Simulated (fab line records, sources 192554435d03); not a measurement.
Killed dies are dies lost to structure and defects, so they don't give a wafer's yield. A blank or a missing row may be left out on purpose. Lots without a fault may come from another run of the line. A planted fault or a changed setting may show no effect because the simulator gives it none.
Which tool did it? | flow n5_finfet | 11 lots, 30 wafers sampled, at 5 steps of a route of 1938

WHAT THE GAUGES READ, wafer by wafer
N5_BEOL_M4_RC_MEAS_101. Usual: CJ_N 4.39, standard deviation 0.12; DIBL_N 36.8 mV/V, standard deviation 2.2; DIBL_P 37.0 mV/V, standard deviation 2.8; IOFF_N 0.18 nA/um, standard deviation 0.043; IOFF_P 0.23 nA/um, standard deviation 0.05; ION_N 680 uA/um, standard deviation 14; ION_P 466 uA/um, standard deviation 9.1; RS_PWELL 3011 ohm/sq, standard deviation 24; SS_N 71.7 mV/dec, standard deviation 0.74; SS_P 73.5 mV/dec, standard deviation 0.79; VT_N 248 mV, standard deviation 4; VT_P -249 mV, standard deviation 4.1.
lot  | measured     | on        | CJ_N           | DIBL_N (mV/V)  | DIBL_P (mV/V)  | IOFF_N (nA/um) | IOFF_P (nA/um) | ION_N (uA/um) | ION_P (uA/um) | RS_PWELL (ohm/sq) | SS_N (mV/dec)  | SS_P (mV/dec)  | VT_N (mV)   | VT_P (mV)      | flag
L132 | day 8 09:34  | prober-02 | 4.43 4.21 4.33 | 37.8 34.9 38.9 | 36.7 33.9 38.6 | 0.16 0.13 0.19 | 0.19 0.17 0.23 | 666 677 688   | 450 462 463   | 3029 2983 2980    | 71.9 69.7 71.8 | 73.9 73.0 73.7 | 249 252 248 | -254 -255 -251 |
L133 | day 8 01:04  | prober-01 | 4.33 4.22 4.40 | 39.6 35.4 37.8 | 41.3 36.2 39.6 | 0.29 0.17 0.23 | 0.36 0.22 0.32 | 715 691 696   | 484 470 480   | 3043 3037 3026    | 72.7 71.5 72.1 | 74.8 73.3 74.0 | 238 247 243 | -241 -246 -242 |
L135 | day 9 08:22  | prober-01 | 4.23 4.25      | 36.6 32.5      | 39.3 33.7      | 0.18 0.10      | 0.20 0.13      | 682 659       | 455 444       | 3004 3001         | 71.6 70.4      | 73.9 72.3      | 246 255     | -253 -259      |
L137 | day 9 13:09  | prober-02 | 4.58 4.58 4.52 | 38.0 39.4 34.8 | 36.7 38.2 32.6 | 0.21 0.22 0.13 | 0.23 0.24 0.16 | 690 699 684   | 468 469 462   | 3014 3025 3006    | 71.7 72.1 71.1 | 73.6 74.7 72.6 | 246 249 253 | -250 -248 -253 |
L138 | day 9 11:29  | prober-02 | 4.51 4.57 4.51 | 37.2 34.5 38.6 | 36.0 33.0 38.7 | 0.17 0.13 0.20 | 0.22 0.18 0.26 | 678 658 677   | 465 457 469   | 3025 3032 3050    | 72.8 71.3 72.6 | 73.9 72.6 73.6 | 248 250 246 | -248 -250 -246 |
L139 | day 10 08:27 | prober-02 | 4.29 4.36 4.33 | 40.9 36.3 31.0 | 45.1 39.3 32.1 | 0.28 0.17 0.09 | 0.36 0.23 0.13 | 698 685 647   | 474 472 449   | 3014 3007 2992    | 72.8 71.2 69.7 | 75.9 72.8 71.9 | 240 247 256 | -244 -251 -257 |
L140 | day 10 14:59 | prober-01 | 4.34 4.48 4.29 | 36.7 36.1 35.3 | 37.0 36.3 35.5 | 0.18 0.17 0.14 | 0.25 0.24 0.24 | 681 673 662   | 472 471 462   | 2998 3033 2996    | 71.6 72.1 71.9 | 73.8 73.8 73.0 | 246 249 253 | -245 -248 -246 |
L141 | day 10 14:43 | prober-02 | 4.63 4.60 4.62 | 40.1 38.5 42.5 | 39.8 38.5 42.6 | 0.20 0.19 0.27 | 0.30 0.28 0.36 | 671 681 700   | 470 477 479   | 3020 3024 3013    | 72.0 71.6 73.1 | 74.3 73.3 74.9 | 249 246 244 | -244 -243 -242 |
L149 | day 12 20:48 | prober-02 | 3.61 4.33      | 35.1 32.5      | 34.3 31.7      | 0.14 0.10      | 0.20 0.16      | 667 656       | 458 455       | 2934 3006         | 70.9 69.9      | 73.1 72.0      | 252 255     | -251 -254      | OFF
L150 | day 12 20:40 | prober-01 | 4.05 3.95      | 35.3 37.9      | 32.4 37.0      | 0.16 0.22      | 0.18 0.25      | 668 687       | 462 469       | 2928 2967         | 72.7 72.4      | 72.1 72.9      | 252 246     | -252 -249      | OFF
L151 | day 13 05:25 | prober-02 | 4.21 3.56 4.26 | 38.8 37.8 37.8 | 40.2 39.6 38.9 | 0.22 0.21 0.18 | 0.29 0.29 0.25 | 696 698 679   | 472 480 466   | 2945 2902 2950    | 72.0 72.5 72.2 | 74.7 74.4 74.3 | 247 245 249 | -244 -243 -245 | OFF

WHICH TOOL RAN EACH LOT (tool, then ch and the chambers of the sampled wafers, then the start)
lot  | N5_WELL_APT_EPI_41             | N5_BEOL_M4_ANNEAL_49         | N5_BEOL_M4_ANNEAL_80         | N5_BEOL_M4_SPUTTER_96
L132 | epi_rpcvd-01 ch 0, day 1 22:29 | pvd_sputter-03, day 8 06:47  | pvd_sputter-03, day 8 07:00  | pvd_sputter-03, day 8 08:28
L133 | epi_rpcvd-03 ch 0, day 2 04:06 | pvd_sputter-03, day 7 22:17  | pvd_sputter-03, day 7 22:31  | pvd_sputter-03, day 7 23:58
L135 | epi_rpcvd-03 ch 0, day 2 16:34 | pvd_sputter-01, day 9 05:24  | pvd_sputter-01, day 9 05:37  | pvd_sputter-01, day 9 07:05
L137 | epi_rpcvd-02 ch 0, day 3 04:06 | pvd_sputter-02, day 9 10:20  | pvd_sputter-02, day 9 10:34  | pvd_sputter-02, day 9 12:01
L138 | epi_rpcvd-02 ch 0, day 3 10:22 | pvd_sputter-01, day 9 08:34  | pvd_sputter-01, day 9 08:47  | pvd_sputter-01, day 9 10:14
L139 | epi_rpcvd-03 ch 0, day 3 16:29 | pvd_sputter-03, day 10 05:32 | pvd_sputter-03, day 10 05:45 | pvd_sputter-03, day 10 07:13
L140 | epi_rpcvd-03 ch 0, day 3 23:03 | pvd_sputter-01, day 10 12:03 | pvd_sputter-01, day 10 12:16 | pvd_sputter-01, day 10 13:44
L141 | epi_rpcvd-03 ch 0, day 4 04:17 | pvd_sputter-03, day 10 11:46 | pvd_sputter-03, day 10 11:59 | pvd_sputter-03, day 10 13:26
L149 | epi_rpcvd-03 ch 0, day 6 04:24 | pvd_sputter-01, day 12 17:43 | pvd_sputter-01, day 12 17:56 | pvd_sputter-01, day 12 19:24
L150 | epi_rpcvd-03 ch 0, day 6 10:02 | pvd_sputter-03, day 12 17:40 | pvd_sputter-03, day 12 17:53 | pvd_sputter-03, day 12 19:21
L151 | epi_rpcvd-03 ch 0, day 6 15:55 | pvd_sputter-01, day 13 02:36 | pvd_sputter-01, day 13 02:49 | pvd_sputter-01, day 13 04:17
- N5_WELL_APT_EPI_41: deposits Si from SiH4/H2, target thk 50 nm, time 297.7 s.
- N5_BEOL_M4_ANNEAL_49: time 240 s.
- N5_BEOL_M4_ANNEAL_80: time 240 s.
- N5_BEOL_M4_SPUTTER_96: material Cu, target thk 4.5 nm, time 8.29 s.

WHAT THE TOOLS THEMSELVES READ (means of the sampled wafers that have a number; where no wafer has one, the mark that the record gives instead)
N5_WELL_APT_EPI_41. Usual: chamber_pressure_Torr 20.00 Torr, standard deviation 0.044; susceptor_temp_C_max 651.7, standard deviation 0.63; throttle_valve_pct 11.33 %, standard deviation 0.2.
lot  | tool         | chamber_pressure_Torr (Torr) | susceptor_temp_C_max | throttle_valve_pct (%) | flag
L132 | epi_rpcvd-01 | 19.97                        | 651.1                | 11.57                  |
L133 | epi_rpcvd-03 | 19.97                        | 652.4                | 11.45                  |
L135 | epi_rpcvd-03 | 20.05                        | 651.8                | 11.55                  |
L137 | epi_rpcvd-02 | 20.00                        | 651.4                | 11.30                  |
L138 | epi_rpcvd-02 | 19.97                        | 651.1                | 11.25                  |
L139 | epi_rpcvd-03 | 20.06                        | 651.7                | 11.42                  |
L140 | epi_rpcvd-03 | 19.97                        | 652.2                | 11.27                  |
L141 | epi_rpcvd-03 | 20.05                        | 651.7                | 11.29                  |
L149 | epi_rpcvd-03 | 20.00                        | 652.0                | 11.37                  |
L150 | epi_rpcvd-03 | 20.02                        | 651.8                | 11.29                  |
L151 | epi_rpcvd-03 | 19.98                        | 652.2                | 11.30                  |

N5_BEOL_M4_ANNEAL_49. Usual: heater_power_w 856 W, standard deviation 130; susceptor_temp_C_max 400.9, standard deviation 0.35.
lot  | tool           | heater_power_w (W) | susceptor_temp_C_max | flag
L132 | pvd_sputter-03 | 862                | 401.1                |
L133 | pvd_sputter-03 | 740                | 400.7                |
L135 | pvd_sputter-01 | 804                | 400.8                |
L137 | pvd_sputter-02 | 719                | 400.9                |
L138 | pvd_sputter-01 | 803                | 401.4                |
L139 | pvd_sputter-03 | 874                | 400.9                |
L140 | pvd_sputter-01 | 816                | 400.8                |
L141 | pvd_sputter-03 | 867                | 400.6                |
L149 | pvd_sputter-01 | 804                | 401.4                |
L150 | pvd_sputter-03 | 880                | 401.1                |
L151 | pvd_sputter-01 | 809                | 401.1                |

N5_BEOL_M4_ANNEAL_80. Usual: heater_power_w 857 W, standard deviation 140; susceptor_temp_C_max 400.9, standard deviation 0.39.
lot  | tool           | heater_power_w (W) | susceptor_temp_C_max | flag
L132 | pvd_sputter-03 | 850                | 400.8                |
L133 | pvd_sputter-03 | 730                | 400.8                |
L135 | pvd_sputter-01 | 822                | 400.9                |
L137 | pvd_sputter-02 | 717                | 400.7                |
L138 | pvd_sputter-01 | 803                | 401.2                |
L139 | pvd_sputter-03 | 870                | 401.0                |
L140 | pvd_sputter-01 | 800                | 401.0                |
L141 | pvd_sputter-03 | 845                | 400.7                |
L149 | pvd_sputter-01 | 804                | 400.9                |
L150 | pvd_sputter-03 | 886                | 400.7                |
L151 | pvd_sputter-01 | 814                | 401.4                |

N5_BEOL_M4_SPUTTER_96. Usual: throttle_valve_pct 30.6 %, standard deviation 1.3.
lot  | tool           | throttle_valve_pct (%) | flag
L132 | pvd_sputter-03 | 30.0                   |
L133 | pvd_sputter-03 | 30.0                   |
L135 | pvd_sputter-01 | 30.6                   |
L137 | pvd_sputter-02 | 31.5                   |
L138 | pvd_sputter-01 | 29.7                   |
L139 | pvd_sputter-03 | 31.0                   |
L140 | pvd_sputter-01 | 29.8                   |
L141 | pvd_sputter-03 | 29.9                   |
L149 | pvd_sputter-01 | 29.2                   |
L150 | pvd_sputter-03 | 30.8                   |
L151 | pvd_sputter-01 | 29.1                   |

THE ANSWER, worked out from the rows above alone
Rule: a lot is off if the mean of its wafers that have a number lies more than 3 standard deviations from the usual mean. A lot without any number at a reading at which 4 lots or more have one is off too. The other lots that the step has rows for count as sound. The gauges are gone through in route order, then the tools' own readings, and for those a lot's mean is taken as printed above. The first step at which some lot is off is used, and at that step the reading that is off furthest; a lot without a number counts as furthest.
Off: L149, L150, L151, at N5_BEOL_M4_RC_MEAS_101 (CJ_N).
A tool fits if, at a process step before that reading, it ran every lot that is off, and no sound lot after the first of them. The gauges at N5_BEOL_M4_RC_MEAS_101 are tried like those tools. One fits: epi_rpcvd-03 at N5_WELL_APT_EPI_41. Its last sound lot is L141 (day 4 04:17), its first lot that is off L149 (day 6 04:24): a fault that began between those two fits.

WHAT THE SIMULATOR HAD PUT IN
Process parameter drift: epi_rpcvd-03, from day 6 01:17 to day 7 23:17, at N5_WELL_APT_EPI_41. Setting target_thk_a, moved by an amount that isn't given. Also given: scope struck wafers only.
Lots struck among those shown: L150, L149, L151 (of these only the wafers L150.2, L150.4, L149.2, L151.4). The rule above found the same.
